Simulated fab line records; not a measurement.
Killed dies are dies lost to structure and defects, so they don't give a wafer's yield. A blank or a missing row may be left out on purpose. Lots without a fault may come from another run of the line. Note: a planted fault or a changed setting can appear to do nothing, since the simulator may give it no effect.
Chamber matching | flow n5-finfet | N5_SDB_HM_OPEN_20 on rie-diel-05: 4 sister chambers
The step chemistry CH3F/O2, target SiNx, stops on poly-Si, target depth 24 nm. 22 wafers are shown with their chamber, then 11 later ones without.

WAFERS, EACH WITH ITS CHAMBER
wafer  | chamber | showerhead-plenum-p-Torr (Torr) | rf-vpp-V (V) | throttle-valve-pct (%)
L077.4 | 3       | 2.06                            | 293          | 16.50
L077.5 | 2       | 1.95                            | 303          | 16.27
L077.6 | 1       | 1.94                            | 307          | 16.18
L078.2 | 1       | 1.94                            | 305          | 16.17
L078.3 | 2       | 1.95                            | 303          | 16.27
L078.6 | 3       | 2.06                            | 294          | 16.52
L079.2 | 0       | 2.04                            | 290          | 15.98
L079.3 | 1       | 1.94                            | 303          | 16.19
L079.4 | 2       | 1.95                            | 302          | 16.28
L084.2 | 3       | 2.06                            | 293          | 16.55
L084.4 | 1       | 1.94                            | 305          | 16.22
L084.6 | 3       | 2.06                            | 294          | 16.54
L088.1 | 3       | 2.05                            | 293          | 16.57
L088.3 | 2       | 1.94                            | 301          | 16.30
L088.4 | 1       | 1.94                            | 304          | 16.23
L089.4 | 2       | 1.94                            | 302          | 16.32
L089.5 | 2       | 1.94                            | 302          | 16.32
L089.6 | 1       | 1.94                            | 305          | 16.21
L090.1 | 3       | 2.05                            | 293          | 16.56
L090.2 | 2       | 1.94                            | 303          | 16.34
L090.3 | 1       | 1.94                            | 305          | 16.22
L091.1 | 1       | 1.94                            | 305          | 16.24

SIGNATURES (means of the wafers above)
reading                  | chamber 0 | chamber 1 | chamber 2 | chamber 3 | scatter within a chamber
showerhead-plenum-p-Torr | 2.0400    | 1.9400    | 1.9443    | 2.0567    | 0.00411
rf-vpp-V                 | 290.00    | 304.88    | 302.29    | 293.33    | 0.87
throttle-valve-pct       | 15.9800   | 16.2075   | 16.3000   | 16.5400   | 0.0262
Rule: a wafer's distance from a chamber is the root of the sum, over the readings, of the square of ((its reading less the chamber's mean) divided by the reading's scatter). The wafer belongs to the nearest chamber; if the next one is less than 2 further off, it can't be placed. The scatter: the root of (the sum of the squares of (reading less its chamber's mean) over the shown wafers, divided by (wafers less chambers)).

WAFERS MISSING THEIR CHAMBER
wafer  | showerhead-plenum-p-Torr (Torr) | rf-vpp-V (V) | throttle-valve-pct (%)
L091.3 | 1.94                            | 301          | 16.33
L091.6 | 1.94                            | 305          | 16.23
L093.1 | 1.93                            | 306          | 16.24
L093.4 | 2.03                            | 291          | 16.06
L093.6 | 1.93                            | 305          | 16.25
L095.2 | 2.03                            | 291          | 16.06
L095.4 | 1.94                            | 302          | 16.36
L095.5 | 2.03                            | 291          | 16.05
L097.2 | 1.94                            | 302          | 16.35
L097.3 | 1.93                            | 306          | 16.26
L097.5 | 2.03                            | 290          | 16.06

THE CHAMBER EACH PASSED THROUGH
wafer  | from the rows above | in truth
L091.3 | 2                   | 2
L091.6 | 1                   | 1
L093.1 | 1                   | 1
L093.4 | 0                   | 0
L093.6 | 1                   | 1
L095.2 | 0                   | 0
L095.4 | 2                   | 2
L095.5 | 0                   | 0
L097.2 | 2                   | 2
L097.3 | 1                   | 1
L097.5 | 0                   | 0
Correct placement for 11 of the 11. From these rows, 0 cannot be placed. Number placed wrongly: 0.
